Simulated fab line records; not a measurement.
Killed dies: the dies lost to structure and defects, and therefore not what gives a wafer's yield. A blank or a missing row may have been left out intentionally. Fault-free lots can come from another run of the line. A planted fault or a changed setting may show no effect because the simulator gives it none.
Which tool was responsible? :: flow nand_harc :: 24 lots, 72 wafers sampled, at 6 steps of a route of 1302

== WHAT THE GAUGES SHOWED, per wafer ==
NHARC_A_M1_THK_MEAS_24: measures by xrf. Usual: thk_nm at 154.4 nm, with a standard deviation of 1.8.
lot: L074
measured: day 22 23:44
on: film_metro-02
thk_nm (nm): 152.8 153.3 154.8
flag: 

lot: L075
measured: day 23 03:37
on: film_metro-02
thk_nm (nm): 154.4 152.9 151.8
flag: 

lot: L078
measured: day 24 10:11
on: film_metro-01
thk_nm (nm): 155.4 153.1 151.5
flag: 

lot: L077
measured: day 24 11:54
on: film_metro-02
thk_nm (nm): 152.1 155.1 153.7
flag: 

lot: L076
measured: day 24 12:35
on: film_metro-01
thk_nm (nm): 153.7 155.5 153.4
flag: 

lot: L079
measured: day 24 22:43
on: film_metro-02
thk_nm (nm): 155.6 157.7 156.8
flag: 

lot: L081
measured: day 25 16:31
on: film_metro-02
thk_nm (nm): 154.2 154.7 156.0
flag: 

lot: L080
measured: day 25 16:47
on: film_metro-01
thk_nm (nm): 154.0 154.5 153.1
flag: 

lot: L082
measured: day 26 07:44
on: film_metro-01
thk_nm (nm): 155.5 153.4 155.5
flag: 

lot: L084
measured: day 27 10:10
on: film_metro-01
thk_nm (nm): 155.5 154.8 153.7
flag: 

lot: L083
measured: day 27 17:21
on: film_metro-01
thk_nm (nm): 154.1 149.8 152.8
flag: 

lot: L085
measured: day 27 22:34
on: film_metro-01
thk_nm (nm): 151.9 152.7 151.3
flag: 

lot: L086
measured: day 28 22:41
on: film_metro-01
thk_nm (nm): 154.7 152.3 154.8
flag: 

lot: L089
measured: day 29 02:13
on: film_metro-02
thk_nm (nm): 155.2 154.1 155.7
flag: 

lot: L087
measured: day 29 02:40
on: film_metro-02
thk_nm (nm): 157.0 154.1 155.6
flag: 

lot: L088
measured: day 29 08:59
on: film_metro-01
thk_nm (nm): 155.8 157.3 153.9
flag: 

lot: L090
measured: day 29 15:35
on: film_metro-01
thk_nm (nm): 152.6 155.0 156.0
flag: 

lot: L092
measured: day 30 15:26
on: film_metro-01
thk_nm (nm): 154.2 154.0 155.5
flag: 

lot: L091
measured: day 30 16:07
on: film_metro-01
thk_nm (nm): 152.8 154.0 152.3
flag: 

lot: L095
measured: day 31 06:58
on: film_metro-02
thk_nm (nm): 154.5 152.3 153.9
flag: 

lot: L093
measured: day 31 08:26
on: film_metro-01
thk_nm (nm): 150.2 153.5 151.3
flag: 

lot: L094
measured: day 31 12:19
on: film_metro-01
thk_nm (nm): 155.4 152.4 157.3
flag: 

lot: L096
measured: day 31 23:53
on: film_metro-01
thk_nm (nm): 156.0 155.6 153.7
flag: 

lot: L097
measured: day 32 13:53
on: film_metro-02
thk_nm (nm): 153.5 156.5 155.4
flag: 

== TOOL THAT RAN EACH LOT (tool first, then ch and the chambers of the sampled wafers, then the start) ==
lot: L074
NHARC_A_BLC_CVD_24: cvd_w-01 ch 0,1, day 22 18:10 or earlier
NHARC_A_M0_DEGAS_28: pvd_sputter-02, day 22 18:10
NHARC_A_M0_PRE_CLEAN_31: pecvd-03 ch 1,2, day 22 19:46
NHARC_A_M1_DEGAS_29: pvd_sputter-02, day 22 22:19
NHARC_A_M1_PRE_CLEAN_30: pvd_sputter-02, day 22 23:44 or earlier

lot: L075
NHARC_A_BLC_CVD_24: cvd_w-02 ch 0,1, day 22 22:02 or earlier
NHARC_A_M0_DEGAS_28: pvd_sputter-01, day 22 22:02
NHARC_A_M0_PRE_CLEAN_31: pecvd-02 ch 0,2, day 22 23:41
NHARC_A_M1_DEGAS_29: pvd_sputter-02, day 23 02:14
NHARC_A_M1_PRE_CLEAN_30: pvd_sputter-02, day 23 03:37 or earlier

lot: L078
NHARC_A_BLC_CVD_24: cvd_w-02 ch 0,1, day 24 03:53 or earlier
NHARC_A_M0_DEGAS_28: pvd_sputter-02, day 24 03:53
NHARC_A_M0_PRE_CLEAN_31: pecvd-02 ch 0,2, day 24 06:13
NHARC_A_M1_DEGAS_29: pvd_sputter-03, day 24 08:47
NHARC_A_M1_PRE_CLEAN_30: pvd_sputter-03, day 24 10:11 or earlier

lot: L077
NHARC_A_BLC_CVD_24: cvd_w-02 ch 0,1, day 24 04:18 or earlier
NHARC_A_M0_DEGAS_28: pvd_sputter-03, day 24 04:18
NHARC_A_M0_PRE_CLEAN_31: pecvd-04 ch 0,1,2, day 24 06:25
NHARC_A_M1_DEGAS_29: pvd_sputter-01, day 24 10:30
NHARC_A_M1_PRE_CLEAN_30: pvd_sputter-01, day 24 11:54 or earlier

lot: L076
NHARC_A_BLC_CVD_24: cvd_w-02 ch 0,1, day 24 07:08 or earlier
NHARC_A_M0_DEGAS_28: pvd_sputter-02, day 24 07:08
NHARC_A_M0_PRE_CLEAN_31: pecvd-03 ch 1,2, day 24 08:47
NHARC_A_M1_DEGAS_29: pvd_sputter-02, day 24 11:11
NHARC_A_M1_PRE_CLEAN_30: pvd_sputter-02, day 24 12:35 or earlier

lot: L079
NHARC_A_BLC_CVD_24: cvd_w-02 ch 0,1, day 24 17:08 or earlier
NHARC_A_M0_DEGAS_28: pvd_sputter-01, day 24 17:08
NHARC_A_M0_PRE_CLEAN_31: pecvd-02 ch 0,2, day 24 18:47
NHARC_A_M1_DEGAS_29: pvd_sputter-02, day 24 21:19
NHARC_A_M1_PRE_CLEAN_30: pvd_sputter-02, day 24 22:43 or earlier

lot: L081
NHARC_A_BLC_CVD_24: cvd_w-01 ch 0,1, day 25 10:58 or earlier
NHARC_A_M0_DEGAS_28: pvd_sputter-02, day 25 10:58
NHARC_A_M0_PRE_CLEAN_31: pecvd-04 ch 1,2, day 25 12:34
NHARC_A_M1_DEGAS_29: pvd_sputter-03, day 25 15:07
NHARC_A_M1_PRE_CLEAN_30: pvd_sputter-03, day 25 16:31 or earlier

lot: L080
NHARC_A_BLC_CVD_24: cvd_w-02 ch 0,1, day 25 11:13 or earlier
NHARC_A_M0_DEGAS_28: pvd_sputter-03, day 25 11:13
NHARC_A_M0_PRE_CLEAN_31: pecvd-03 ch 0,1,2, day 25 12:53
NHARC_A_M1_DEGAS_29: pvd_sputter-02, day 25 15:23
NHARC_A_M1_PRE_CLEAN_30: pvd_sputter-02, day 25 16:47 or earlier

lot: L082
NHARC_A_BLC_CVD_24: cvd_w-01 ch 0,1, day 26 02:10 or earlier
NHARC_A_M0_DEGAS_28: pvd_sputter-01, day 26 02:10
NHARC_A_M0_PRE_CLEAN_31: pecvd-04 ch 1,2, day 26 03:50
NHARC_A_M1_DEGAS_29: pvd_sputter-03, day 26 06:20
NHARC_A_M1_PRE_CLEAN_30: pvd_sputter-03, day 26 07:44 or earlier

lot: L084
NHARC_A_BLC_CVD_24: cvd_w-01 ch 0,1, day 27 04:17 or earlier
NHARC_A_M0_DEGAS_28: pvd_sputter-03, day 27 04:17
NHARC_A_M0_PRE_CLEAN_31: pecvd-02 ch 1,2, day 27 05:54
NHARC_A_M1_DEGAS_29: pvd_sputter-01, day 27 08:46
NHARC_A_M1_PRE_CLEAN_30: pvd_sputter-01, day 27 10:10 or earlier

lot: L083
NHARC_A_BLC_CVD_24: cvd_w-01 ch 0,1, day 27 11:43 or earlier
NHARC_A_M0_DEGAS_28: pvd_sputter-03, day 27 11:43
NHARC_A_M0_PRE_CLEAN_31: pecvd-03 ch 0,1,2, day 27 13:26
NHARC_A_M1_DEGAS_29: pvd_sputter-01, day 27 15:56
NHARC_A_M1_PRE_CLEAN_30: pvd_sputter-01, day 27 17:21 or earlier

lot: L085
NHARC_A_BLC_CVD_24: cvd_w-01 ch 0,1, day 27 17:07 or earlier
NHARC_A_M0_DEGAS_28: pvd_sputter-03, day 27 17:07
NHARC_A_M0_PRE_CLEAN_31: pecvd-03 ch 0,1, day 27 18:45
NHARC_A_M1_DEGAS_29: pvd_sputter-01, day 27 21:11
NHARC_A_M1_PRE_CLEAN_30: pvd_sputter-01, day 27 22:34 or earlier

lot: L086
NHARC_A_BLC_CVD_24: cvd_w-01 ch 1, day 28 16:50 or earlier
NHARC_A_M0_DEGAS_28: pvd_sputter-02, day 28 16:50
NHARC_A_M0_PRE_CLEAN_31: pecvd-02 ch 0,1,2, day 28 18:28
NHARC_A_M1_DEGAS_29: pvd_sputter-03, day 28 20:59
NHARC_A_M1_PRE_CLEAN_30: pvd_sputter-03, day 28 22:41 or earlier

lot: L089
NHARC_A_BLC_CVD_24: cvd_w-02 ch 0,1, day 28 20:38 or earlier
NHARC_A_M0_DEGAS_28: pvd_sputter-02, day 28 20:38
NHARC_A_M0_PRE_CLEAN_31: pecvd-03 ch 0,1,2, day 28 22:28
NHARC_A_M1_DEGAS_29: pvd_sputter-01, day 29 00:49
NHARC_A_M1_PRE_CLEAN_30: pvd_sputter-01, day 29 02:13 or earlier

lot: L087
NHARC_A_BLC_CVD_24: cvd_w-01 ch 0,1, day 28 21:01 or earlier
NHARC_A_M0_DEGAS_28: pvd_sputter-02, day 28 21:01
NHARC_A_M0_PRE_CLEAN_31: pecvd-04 ch 0,1,2, day 28 22:45
NHARC_A_M1_DEGAS_29: pvd_sputter-01, day 29 01:16
NHARC_A_M1_PRE_CLEAN_30: pvd_sputter-01, day 29 02:40 or earlier

lot: L088
NHARC_A_BLC_CVD_24: cvd_w-02 ch 0,1, day 29 03:25 or earlier
NHARC_A_M0_DEGAS_28: pvd_sputter-03, day 29 03:25
NHARC_A_M0_PRE_CLEAN_31: pecvd-04 ch 1,2, day 29 05:02
NHARC_A_M1_DEGAS_29: pvd_sputter-02, day 29 07:36
NHARC_A_M1_PRE_CLEAN_30: pvd_sputter-02, day 29 08:59 or earlier

lot: L090
NHARC_A_BLC_CVD_24: cvd_w-02 ch 0,1, day 29 09:59 or earlier
NHARC_A_M0_DEGAS_28: pvd_sputter-01, day 29 09:59
NHARC_A_M0_PRE_CLEAN_31: pecvd-02 ch 0,1, day 29 11:40
NHARC_A_M1_DEGAS_29: pvd_sputter-03, day 29 14:11
NHARC_A_M1_PRE_CLEAN_30: pvd_sputter-03, day 29 15:35 or earlier

lot: L092
NHARC_A_BLC_CVD_24: cvd_w-02 ch 0,1, day 30 10:00 or earlier
NHARC_A_M0_DEGAS_28: pvd_sputter-02, day 30 10:00
NHARC_A_M0_PRE_CLEAN_31: pecvd-03 ch 0,1, day 30 11:40
NHARC_A_M1_DEGAS_29: pvd_sputter-02, day 30 14:02
NHARC_A_M1_PRE_CLEAN_30: pvd_sputter-02, day 30 15:26 or earlier

lot: L091
NHARC_A_BLC_CVD_24: cvd_w-02 ch 1, day 30 10:29 or earlier
NHARC_A_M0_DEGAS_28: pvd_sputter-01, day 30 10:29
NHARC_A_M0_PRE_CLEAN_31: pecvd-03 ch 1,2, day 30 12:11
NHARC_A_M1_DEGAS_29: pvd_sputter-02, day 30 14:43
NHARC_A_M1_PRE_CLEAN_30: pvd_sputter-02, day 30 16:07 or earlier

lot: L095
NHARC_A_BLC_CVD_24: cvd_w-02 ch 0,1, day 31 01:24 or earlier
NHARC_A_M0_DEGAS_28: pvd_sputter-03, day 31 01:24
NHARC_A_M0_PRE_CLEAN_31: pecvd-03 ch 1,2, day 31 03:01
NHARC_A_M1_DEGAS_29: pvd_sputter-03, day 31 05:34
NHARC_A_M1_PRE_CLEAN_30: pvd_sputter-03, day 31 06:58 or earlier

lot: L093
NHARC_A_BLC_CVD_24: cvd_w-02 ch 1, day 31 03:01 or earlier
NHARC_A_M0_DEGAS_28: pvd_sputter-01, day 31 03:01
NHARC_A_M0_PRE_CLEAN_31: pecvd-03 ch 0,2, day 31 04:39
NHARC_A_M1_DEGAS_29: pvd_sputter-01, day 31 07:02
NHARC_A_M1_PRE_CLEAN_30: pvd_sputter-01, day 31 08:26 or earlier

lot: L094
NHARC_A_BLC_CVD_24: cvd_w-02 ch 0,1, day 31 06:38 or earlier
NHARC_A_M0_DEGAS_28: pvd_sputter-02, day 31 06:38
NHARC_A_M0_PRE_CLEAN_31: pecvd-03 ch 0,1,2, day 31 08:16
NHARC_A_M1_DEGAS_29: pvd_sputter-01, day 31 10:54
NHARC_A_M1_PRE_CLEAN_30: pvd_sputter-01, day 31 12:19 or earlier

lot: L096
NHARC_A_BLC_CVD_24: cvd_w-02 ch 0, day 31 18:17 or earlier
NHARC_A_M0_DEGAS_28: pvd_sputter-03, day 31 18:17
NHARC_A_M0_PRE_CLEAN_31: pecvd-02 ch 0,1,2, day 31 19:55
NHARC_A_M1_DEGAS_29: pvd_sputter-03, day 31 22:29
NHARC_A_M1_PRE_CLEAN_30: pvd_sputter-03, day 31 23:53 or earlier

lot: L097
NHARC_A_BLC_CVD_24: cvd_w-02 ch 0,1, day 32 08:22 or earlier
NHARC_A_M0_DEGAS_28: pvd_sputter-03, day 32 08:22
NHARC_A_M0_PRE_CLEAN_31: pecvd-03 ch 0,2, day 32 10:01
NHARC_A_M1_DEGAS_29: pvd_sputter-02, day 32 12:29
NHARC_A_M1_PRE_CLEAN_30: pvd_sputter-02, day 32 13:53 or earlier
- NHARC_A_BLC_CVD_24: deposits W, target thk 150 nm, time 434 s.
- NHARC_A_M0_DEGAS_28: time 60 s.
- NHARC_A_M0_PRE_CLEAN_31: time 12 s.
- NHARC_A_M1_DEGAS_29: time 60 s.
- NHARC_A_M1_PRE_CLEAN_30: time 30 s.

== WHAT THE TOOLS THEMSELVES READ (means of the sampled wafers that have a number; where no wafer has one, the mark that the record gives instead) ==
NHARC_A_BLC_CVD_24. Usual: heater_power_w 464 W, standard deviation 49; throttle_valve_pct 7.76 %, standard deviation 0.2.
lot: L074
tool: cvd_w-01
heater_power_w (W): 491
throttle_valve_pct (%): 7.96
flag: 

lot: L075
tool: cvd_w-02
heater_power_w (W): 477
throttle_valve_pct (%): 7.87
flag: 

lot: L078
tool: cvd_w-02
heater_power_w (W): 451
throttle_valve_pct (%): 7.81
flag: 

lot: L077
tool: cvd_w-02
heater_power_w (W): 471
throttle_valve_pct (%): 7.67
flag: 

lot: L076
tool: cvd_w-02
heater_power_w (W): 446
throttle_valve_pct (%): 7.81
flag: 

lot: L079
tool: cvd_w-02
heater_power_w (W): 453
throttle_valve_pct (%): 7.91
flag: 

lot: L081
tool: cvd_w-01
heater_power_w (W): 459
throttle_valve_pct (%): 8.00
flag: 

lot: L080
tool: cvd_w-02
heater_power_w (W): 449
throttle_valve_pct (%): 7.99
flag: 

lot: L082
tool: cvd_w-01
heater_power_w (W): 445
throttle_valve_pct (%): 7.92
flag: 

lot: L084
tool: cvd_w-01
heater_power_w (W): 494
throttle_valve_pct (%): 7.84
flag: 

lot: L083
tool: cvd_w-01
heater_power_w (W): 449
throttle_valve_pct (%): 7.82
flag: 

lot: L085
tool: cvd_w-01
heater_power_w (W): 440
throttle_valve_pct (%): 7.80
flag: 

lot: L086
tool: cvd_w-01
heater_power_w (W): 405
throttle_valve_pct (%): 7.88
flag: 

lot: L089
tool: cvd_w-02
heater_power_w (W): 469
throttle_valve_pct (%): 7.48
flag: 

lot: L087
tool: cvd_w-01
heater_power_w (W): 444
throttle_valve_pct (%): 7.93
flag: 

lot: L088
tool: cvd_w-02
heater_power_w (W): 469
throttle_valve_pct (%): 7.56
flag: 

lot: L090
tool: cvd_w-02
heater_power_w (W): 479
throttle_valve_pct (%): 7.51
flag: 

lot: L092
tool: cvd_w-02
heater_power_w (W): 470
throttle_valve_pct (%): 7.67
flag: 

lot: L091
tool: cvd_w-02
heater_power_w (W): 420
throttle_valve_pct (%): 7.64
flag: 

lot: L095
tool: cvd_w-02
heater_power_w (W): 449
throttle_valve_pct (%): 7.75
flag: 

lot: L093
tool: cvd_w-02
heater_power_w (W): 417
throttle_valve_pct (%): 7.73
flag: 

lot: L094
tool: cvd_w-02
heater_power_w (W): 472
throttle_valve_pct (%): 7.59
flag: 

lot: L096
tool: cvd_w-02
heater_power_w (W): 491
throttle_valve_pct (%): 7.54
flag: 

lot: L097
tool: cvd_w-02
heater_power_w (W): 443
throttle_valve_pct (%): 7.78
flag: 

NHARC_A_M0_DEGAS_28. Usual: heater_power_w at 319 W, with a standard deviation of 24.
lot: L074
tool: pvd_sputter-02
heater_power_w (W): 337
flag: 

lot: L075
tool: pvd_sputter-01
heater_power_w (W): 297
flag: 

lot: L078
tool: pvd_sputter-02
heater_power_w (W): 330
flag: 

lot: L077
tool: pvd_sputter-03
heater_power_w (W): 303
flag: 

lot: L076
tool: pvd_sputter-02
heater_power_w (W): 336
flag: 

lot: L079
tool: pvd_sputter-01
heater_power_w (W): 329
flag: 

lot: L081
tool: pvd_sputter-02
heater_power_w (W): 342
flag: 

lot: L080
tool: pvd_sputter-03
heater_power_w (W): 300
flag: 

lot: L082
tool: pvd_sputter-01
heater_power_w (W): 319
flag: 

lot: L084
tool: pvd_sputter-03
heater_power_w (W): 311
flag: 

lot: L083
tool: pvd_sputter-03
heater_power_w (W): 307
flag: 

lot: L085
tool: pvd_sputter-03
heater_power_w (W): 310
flag: 

lot: L086
tool: pvd_sputter-02
heater_power_w (W): 331
flag: 

lot: L089
tool: pvd_sputter-02
heater_power_w (W): 331
flag: 

lot: L087
tool: pvd_sputter-02
heater_power_w (W): 338
flag: 

lot: L088
tool: pvd_sputter-03
heater_power_w (W): 308
flag: 

lot: L090
tool: pvd_sputter-01
heater_power_w (W): 338
flag: 

lot: L092
tool: pvd_sputter-02
heater_power_w (W): 328
flag: 

lot: L091
tool: pvd_sputter-01
heater_power_w (W): 296
flag: 

lot: L095
tool: pvd_sputter-03
heater_power_w (W): 310
flag: 

lot: L093
tool: pvd_sputter-01
heater_power_w (W): 331
flag: 

lot: L094
tool: pvd_sputter-02
heater_power_w (W): 326
flag: 

lot: L096
tool: pvd_sputter-03
heater_power_w (W): 309
flag: 

lot: L097
tool: pvd_sputter-03
heater_power_w (W): 320
flag: 

NHARC_A_M0_PRE_CLEAN_31. Usual: heater_power_w 666 W, standard deviation 110; rf_fwd_power_W 292.7 W, standard deviation 0.82.
lot: L074
tool: pecvd-03
heater_power_w (W): 834
rf_fwd_power_W (W): 292.0
flag: 

lot: L075
tool: pecvd-02
heater_power_w (W): 578
rf_fwd_power_W (W): 292.3
flag: 

lot: L078
tool: pecvd-02
heater_power_w (W): 608
rf_fwd_power_W (W): 293.1
flag: 

lot: L077
tool: pecvd-04
heater_power_w (W): 597
rf_fwd_power_W (W): 292.8
flag: 

lot: L076
tool: pecvd-03
heater_power_w (W): 729
rf_fwd_power_W (W): 293.2
flag: 

lot: L079
tool: pecvd-02
heater_power_w (W): 619
rf_fwd_power_W (W): 292.3
flag: 

lot: L081
tool: pecvd-04
heater_power_w (W): 586
rf_fwd_power_W (W): 293.2
flag: 

lot: L080
tool: pecvd-03
heater_power_w (W): 727
rf_fwd_power_W (W): 292.7
flag: 

lot: L082
tool: pecvd-04
heater_power_w (W): 629
rf_fwd_power_W (W): 292.7
flag: 

lot: L084
tool: pecvd-02
heater_power_w (W): 621
rf_fwd_power_W (W): 292.5
flag: 

lot: L083
tool: pecvd-03
heater_power_w (W): 735
rf_fwd_power_W (W): 293.4
flag: 

lot: L085
tool: pecvd-03
heater_power_w (W): 632
rf_fwd_power_W (W): 293.0
flag: 

lot: L086
tool: pecvd-02
heater_power_w (W): 599
rf_fwd_power_W (W): 293.1
flag: 

lot: L089
tool: pecvd-03
heater_power_w (W): 767
rf_fwd_power_W (W): 293.6
flag: 

lot: L087
tool: pecvd-04
heater_power_w (W): 595
rf_fwd_power_W (W): 292.5
flag: 

lot: L088
tool: pecvd-04
heater_power_w (W): 516
rf_fwd_power_W (W): 291.4
flag: 

lot: L090
tool: pecvd-02
heater_power_w (W): 617
rf_fwd_power_W (W): 292.2
flag: 

lot: L092
tool: pecvd-03
heater_power_w (W): 683
rf_fwd_power_W (W): 293.4
flag: 

lot: L091
tool: pecvd-03
heater_power_w (W): 754
rf_fwd_power_W (W): 292.7
flag: 

lot: L095
tool: pecvd-03
heater_power_w (W): 808
rf_fwd_power_W (W): 292.5
flag: 

lot: L093
tool: pecvd-03
heater_power_w (W): 660
rf_fwd_power_W (W): 294.0
flag: 

lot: L094
tool: pecvd-03
heater_power_w (W): 753
rf_fwd_power_W (W): 292.7
flag: 

lot: L096
tool: pecvd-02
heater_power_w (W): 600
rf_fwd_power_W (W): 292.2
flag: 

lot: L097
tool: pecvd-03
heater_power_w (W): 722
rf_fwd_power_W (W): 292.3
flag: 

NHARC_A_M1_DEGAS_29. Usual: heater_power_w at 321 W, with a standard deviation of 24.
lot: L074
tool: pvd_sputter-02
heater_power_w (W): 330
flag: 

lot: L075
tool: pvd_sputter-02
heater_power_w (W): 350
flag: 

lot: L078
tool: pvd_sputter-03
heater_power_w (W): 298
flag: 

lot: L077
tool: pvd_sputter-01
heater_power_w (W): 309
flag: 

lot: L076
tool: pvd_sputter-02
heater_power_w (W): 352
flag: 

lot: L079
tool: pvd_sputter-02
heater_power_w (W): 342
flag: 

lot: L081
tool: pvd_sputter-03
heater_power_w (W): 310
flag: 

lot: L080
tool: pvd_sputter-02
heater_power_w (W): 345
flag: 

lot: L082
tool: pvd_sputter-03
heater_power_w (W): 303
flag: 

lot: L084
tool: pvd_sputter-01
heater_power_w (W): 316
flag: 

lot: L083
tool: pvd_sputter-01
heater_power_w (W): 328
flag: 

lot: L085
tool: pvd_sputter-01
heater_power_w (W): 323
flag: 

lot: L086
tool: pvd_sputter-03
heater_power_w (W): 299
flag: 

lot: L089
tool: pvd_sputter-01
heater_power_w (W): 321
flag: 

lot: L087
tool: pvd_sputter-01
heater_power_w (W): 293
flag: 

lot: L088
tool: pvd_sputter-02
heater_power_w (W): 333
flag: 

lot: L090
tool: pvd_sputter-03
heater_power_w (W): 306
flag: 

lot: L092
tool: pvd_sputter-02
heater_power_w (W): 344
flag: 

lot: L091
tool: pvd_sputter-02
heater_power_w (W): 317
flag: 

lot: L095
tool: pvd_sputter-03
heater_power_w (W): 301
flag: 

lot: L093
tool: pvd_sputter-01
heater_power_w (W): 305
flag: 

lot: L094
tool: pvd_sputter-01
heater_power_w (W): 297
flag: 

lot: L096
tool: pvd_sputter-03
heater_power_w (W): 314
flag: 

lot: L097
tool: pvd_sputter-02
heater_power_w (W): 342
flag: 

NHARC_A_M1_PRE_CLEAN_30. Usual: heater_power_w at 394 W, with a standard deviation of 31.
lot: L074
tool: pvd_sputter-02
heater_power_w (W): 413
flag: 

lot: L075
tool: pvd_sputter-02
heater_power_w (W): 407
flag: 

lot: L078
tool: pvd_sputter-03
heater_power_w (W): 373
flag: 

lot: L077
tool: pvd_sputter-01
heater_power_w (W): 376
flag: 

lot: L076
tool: pvd_sputter-02
heater_power_w (W): 429
flag: 

lot: L079
tool: pvd_sputter-02
heater_power_w (W): 432
flag: 

lot: L081
tool: pvd_sputter-03
heater_power_w (W): 380
flag: 

lot: L080
tool: pvd_sputter-02
heater_power_w (W): 459
flag: 

lot: L082
tool: pvd_sputter-03
heater_power_w (W): 380
flag: 

lot: L084
tool: pvd_sputter-01
heater_power_w (W): 414
flag: 

lot: L083
tool: pvd_sputter-01
heater_power_w (W): 381
flag: 

lot: L085
tool: pvd_sputter-01
heater_power_w (W): 418
flag: 

lot: L086
tool: pvd_sputter-03
heater_power_w (W): 376
flag: 

lot: L089
tool: pvd_sputter-01
heater_power_w (W): 403
flag: 

lot: L087
tool: pvd_sputter-01
heater_power_w (W): 380
flag: 

lot: L088
tool: pvd_sputter-02
heater_power_w (W): 399
flag: 

lot: L090
tool: pvd_sputter-03
heater_power_w (W): 379
flag: 

lot: L092
tool: pvd_sputter-02
heater_power_w (W): 404
flag: 

lot: L091
tool: pvd_sputter-02
heater_power_w (W): 405
flag: 

lot: L095
tool: pvd_sputter-03
heater_power_w (W): 371
flag: 

lot: L093
tool: pvd_sputter-01
heater_power_w (W): 366
flag: 

lot: L094
tool: pvd_sputter-01
heater_power_w (W): 374
flag: 

lot: L096
tool: pvd_sputter-03
heater_power_w (W): 374
flag: 

lot: L097
tool: pvd_sputter-02
heater_power_w (W): 403
flag: 

== THE ANSWER, worked out from the rows above alone ==
Rule: a lot counts as off when the mean over its wafers that have a number is more than 3 standard deviations away from the usual mean. Also off: a lot with no number at a reading for which 4 or more lots have one. All remaining lots with rows at the step are treated as sound. After the gauges, taken in route order, come the tools' own readings; for these a lot's mean is taken, as printed above. At the first step where some lot is off, the reading lying furthest off is the one used; lots without a number count as furthest.
Across all readings shown, no lot is off: no conclusion can be drawn from this.

== WHAT THE SIMULATOR PUT IN ==
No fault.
